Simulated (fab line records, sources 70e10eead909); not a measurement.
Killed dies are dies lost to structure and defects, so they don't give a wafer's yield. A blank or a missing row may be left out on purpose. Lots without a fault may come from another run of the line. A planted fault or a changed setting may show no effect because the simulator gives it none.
Chamber matching | flow nand_harc | NHARC_A_CONTACT_CMP_20 on cmp-04: 4 sister chambers
The step polishes, t overpolish 30 s, target thk 300 nm. 24 wafers are shown with their chamber, then 12 later ones without.

WAFERS WITH THEIR CHAMBER
wafer  | chamber | motor_current_A (A) | time_to_endpoint_s (s) | overpolish_run_s (s)
L077.1 | 2       | 10.3                | 58                     | 30.005
L077.4 | 1       | 11.8                | 54                     | 30.009
L077.5 | 3       | 12.4                | 53                     | 30.018
L078.1 | 2       | 10.8                | 59                     | 30.000
L078.2 | 1       | 11.2                | 59                     | 29.999
L078.5 | 2       | 11.1                | 62                     | 30.007
L080.1 | 2       | 10.9                | 61                     | 29.995
L080.2 | 1       | 11.2                | 55                     | 29.987
L080.5 | 1       | 11.8                | 57                     | 30.013
L081.1 | 2       | 10.7                | 62                     | 30.005
L081.2 | 1       | 11.5                | 61                     | 29.992
L081.4 | 3       | 12.4                | 56                     | 30.017
L082.2 | 1       | 11.6                | 56                     | 30.012
L082.3 | 0       | 12.6                | 60                     | 30.006
L082.5 | 0       | 12.6                | 61                     | 30.008
L085.1 | 2       | 10.9                | 63                     | 30.006
L085.2 | 1       | 10.7                | 58                     | 30.001
L085.6 | 2       | 10.3                | 60                     | 29.973
L088.1 | 0       | 12.3                | 58                     | 29.995
L088.3 | 3       | 12.8                | 55                     | 29.995
L088.6 | 1       | 11.0                | 60                     | 29.997
L089.3 | 1       | 11.9                | 58                     | 29.998
L089.5 | 1       | 11.3                | 56                     | 30.010
L089.6 | 0       | 12.7                | 55                     | 29.997

SIGNATURES (means of the wafers above)
reading            | chamber 0 | chamber 1 | chamber 2 | chamber 3 | scatter within a chamber
motor_current_A    | 12.550    | 11.400    | 10.714    | 12.533    | 0.326
time_to_endpoint_s | 58.50     | 57.40     | 60.71     | 54.67     | 2.12
overpolish_run_s   | 30.00150  | 30.00180  | 29.99871  | 30.01000  | 0.0101
Rule: a wafer's distance from a chamber is the root of the sum, over the readings, of the square of ((its reading less the chamber's mean) divided by the reading's scatter). The wafer belongs to the nearest chamber; if the next one is less than 2 further off, it can't be placed. The scatter: the root of (the sum of the squares of (reading less its chamber's mean) over the shown wafers, divided by (wafers less chambers)).

WAFERS WITHOUT THEIR CHAMBER
wafer  | motor_current_A (A) | time_to_endpoint_s (s) | overpolish_run_s (s)
L091.1 | 10.6                | 59                     | 29.995
L091.3 | 12.5                | 55                     | 30.006
L091.6 | 11.2                | 53                     | 30.003
L090.1 | 12.3                | 57                     | 29.987
L090.3 | 11.4                | 55                     | 30.003
L090.5 | 10.7                | 60                     | 29.997
L092.3 | 12.2                | 59                     | 30.000
L092.4 | 13.0                | 56                     | 30.001
L092.6 | 11.6                | 55                     | 30.015
L096.2 | 12.3                | 59                     | 29.996
L096.3 | 12.5                | 59                     | 30.019
L096.5 | 12.1                | 59                     | 30.006

WHICH CHAMBER EACH WENT THROUGH
wafer  | from the rows above          | in truth
L091.1 | can't be placed: 2 or 1      | 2
L091.3 | can't be placed: 3 or 0      | 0
L091.6 | can't be placed: 1 or 2      | 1
L090.1 | can't be placed: 0 or 3 or 1 | 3
L090.3 | 1                            | 1
L090.5 | 2                            | 2
L092.3 | can't be placed: 0 or 3 or 1 | 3
L092.4 | can't be placed: 3 or 0      | 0
L092.6 | can't be placed: 1 or 3 or 0 | 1
L096.2 | can't be placed: 0 or 3 or 1 | 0
L096.3 | can't be placed: 0 or 3      | 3
L096.5 | can't be placed: 0 or 1 or 3 | 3
Placed correctly: 2 of 12. Can't be placed from these rows: 10 (the true chamber is among the candidates in 10). Placed wrongly: 0.
